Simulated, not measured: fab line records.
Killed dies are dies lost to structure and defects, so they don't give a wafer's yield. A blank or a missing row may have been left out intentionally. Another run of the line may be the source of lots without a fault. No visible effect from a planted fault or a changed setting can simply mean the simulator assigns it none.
Chamber matching | flow n5_finfet | N5_PMOS_HMC_CHANNEL_EPI_ETCH_38 on rie_si-06 has 4 sister chambers
The step etches SiO2 in CF4, target depth 1.5 nm. 18 wafers are shown with their chamber, then 9 later ones without.

== EACH WAFER AND ITS CHAMBER ==
wafer  | chamber | drypump_motor_current_A (A) | throttle_valve_pct (%) | oes_product_au (a.u.)
L075.1 | 0       | 5.9                         | 21.82                  | 0.963
L075.2 | 2       | 5.8                         | 21.99                  | 1.024
L075.3 | 1       | 6.1                         | 22.13                  | 0.998
L076.2 | 2       | 5.7                         | 21.99                  | 1.023
L076.3 | 1       | 6.1                         | 22.13                  | 0.999
L076.6 | 1       | 6.1                         | 22.14                  | 0.989
L080.2 | 1       | 6.1                         | 22.13                  | 0.990
L080.4 | 2       | 5.7                         | 22.00                  | 1.003
L080.6 | 2       | 5.8                         | 22.00                  | 1.018
L081.2 | 1       | 6.1                         | 22.12                  | 0.994
L081.3 | 3       | 5.4                         | 21.49                  | 1.013
L081.4 | 0       | 5.9                         | 21.40                  | 0.995
L082.2 | 0       | 5.9                         | 21.40                  | 0.992
L082.3 | 1       | 6.1                         | 22.12                  | 0.994
L082.6 | 1       | 6.1                         | 22.15                  | 1.001
L083.1 | 0       | 5.9                         | 21.40                  | 0.995
L083.4 | 2       | 5.7                         | 21.98                  | 1.024
L083.5 | 3       | 5.5                         | 21.51                  | 1.014

SIGNATURES (means of the wafers above)
reading                 | chamber 0 | chamber 1 | chamber 2 | chamber 3 | scatter within a chamber
drypump_motor_current_A | 5.900     | 6.100     | 5.740     | 5.450     | 0.0348
throttle_valve_pct      | 21.5050   | 22.1314   | 21.9920   | 21.5000   | 0.0976
oes_product_au          | 0.98625   | 0.99500   | 1.01840   | 1.01350   | 0.00915
Rule: for a wafer and a chamber, the distance is found by dividing, reading by reading, the gap between the wafer's reading and the chamber's mean by the reading's scatter, squaring, summing and taking the root. If the next closest chamber is less than 2 further off than the closest, the wafer can't be placed; otherwise it belongs to the closest. How the scatter is found: for the shown wafers, subtract from each reading the mean of its chamber, square and add these, divide the total by (wafers less chambers), then take the root.

== WAFERS WITHOUT THEIR CHAMBER ==
wafer  | drypump_motor_current_A (A) | throttle_valve_pct (%) | oes_product_au (a.u.)
L092.2 | 5.4                         | 21.50                  | 1.023
L092.4 | 5.9                         | 21.39                  | 0.983
L092.5 | 5.4                         | 21.50                  | 1.019
L095.1 | 5.7                         | 22.00                  | 1.027
L095.2 | 5.9                         | 21.42                  | 0.980
L095.4 | 5.5                         | 21.50                  | 1.016
L096.1 | 5.9                         | 21.41                  | 0.977
L096.5 | 5.9                         | 21.41                  | 0.985
L096.6 | 5.5                         | 21.50                  | 1.019

== WHICH CHAMBER EACH WENT THROUGH ==
wafer  | from the rows above | in truth
L092.2 | 3                   | 3
L092.4 | 0                   | 0
L092.5 | 3                   | 3
L095.1 | 2                   | 2
L095.2 | 0                   | 0
L095.4 | 3                   | 3
L096.1 | 0                   | 0
L096.5 | 0                   | 0
L096.6 | 3                   | 3
9 of 9 placed correctly. Number that these rows cannot place: 0. Wrongly placed: 0.
